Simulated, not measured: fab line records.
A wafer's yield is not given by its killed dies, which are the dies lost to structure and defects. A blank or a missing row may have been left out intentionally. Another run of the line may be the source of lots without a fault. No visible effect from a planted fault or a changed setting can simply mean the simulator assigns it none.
A struck lot beside a sound one | flow n5-finfet | 13 steps out of a route of 1938
Sound: these wafers, L648.2, L648.3, L648.5. Wafers L646.1, L646.2, L646.5 were the ones struck. Last of all comes the cause.
At each step with rows: each side's tool, then ch and its chambers, then its first start. Under that, the readings that differ: sound wafers | struck wafers | difference of the means | sigmas: that difference in standard deviations of wafers without a fault.
alike: words and numbers the same on both sides, and readings whose means are apart by under 2 such deviations; not compared: readings that were withheld, readings missing a value for some wafer, numbers with overlapping values and no deviation given by the record, and bounds like >300 which may hide the same value.
A row with sigmas, a row that says differs or no value, or rows on one side alone: a step with any of these is where the two part. Numbers that have no deviation but don't overlap get no sigmas and don't part them. A reading that every wafer of one side lacks parts them only if that side has two wafers or more.

first, 9 steps without rows for these wafers: N5_MOL_CONTACT_COAG_COAT_78 (resist thk 40 nm); N5_MOL_CONTACT_COAG_EBR_80; N5_MOL_CONTACT_COAG_SOFTBAKE_79 (time 60 s); N5_MOL_CONTACT_COAG_EXPOSE_81 (exposes mask VG, defocus 0 nm); N5_MOL_CONTACT_COAG_PEB_82 (peb time 60 s); N5_MOL_CONTACT_COAG_DEVELOP_83 (develop time 30 s); N5_MOL_CONTACT_COAG_DESCUM_88 (chemistry O2, time 7 s); N5_MOL_CONTACT_COAG_ETCH_89 (etches underlayer in N2/H2, target depth 13 nm, time 10.4 s); N5_MOL_CONTACT_COAG_ETCH_90 (etches SiARC in CF4, target depth 13 nm, time 21.7 s).
N5_MOL_CONTACT_COAG_ALD_131: deposits SiO2, target thk 5 nm, pulse time 1 s, co reactant pulse time 1 s.
  sound on ald-sin-01 ch 2,3, day 10 17:37; struck on ald-sin-02 ch 0,1,3, day 10 10:30
  reading                                            | sound    | struck      | difference | sigmas
  ald-cycles                                         | 35 35 35 | 67 67 67    | +32        |
  model.SiO2_of_MOL_CONTACT_COAG_ALD_131.thk-nm (nm) | 5 5 5    | 9.6 9.6 9.6 | +4.6       |
  alike: heater-power-w, precursor-pulse-height-rel
then, 1 step without rows for these wafers: N5_MOL_CONTACT_COAG_ETCHBACK_132 (etches SiO2 in CHF3, target depth 10 nm, time 6.7 s).
N5_BEOL_M4_RC_MEAS_101:
  the record has rows for the sound wafers here (prober-01 ch 0, day 13 15:30) and none for the struck ones
-- record jumps: 7 days separate the struck wafers' starts on either side; left off in module BEOL_M4, taken up again in module PASSIVATION, whose first shown step is the route's number 1936 --
N5_PASSIVATION_PROBE_49:
  only the struck wafers here have rows in the record (prober-02, day 17 07:58); the sound ones have none

== WHERE THEY PART ==
First at N5_BEOL_M4_RC_MEAS_101; last, within this record, at N5_PASSIVATION_PROBE_49.

WHY: whatever the simulator had introduced
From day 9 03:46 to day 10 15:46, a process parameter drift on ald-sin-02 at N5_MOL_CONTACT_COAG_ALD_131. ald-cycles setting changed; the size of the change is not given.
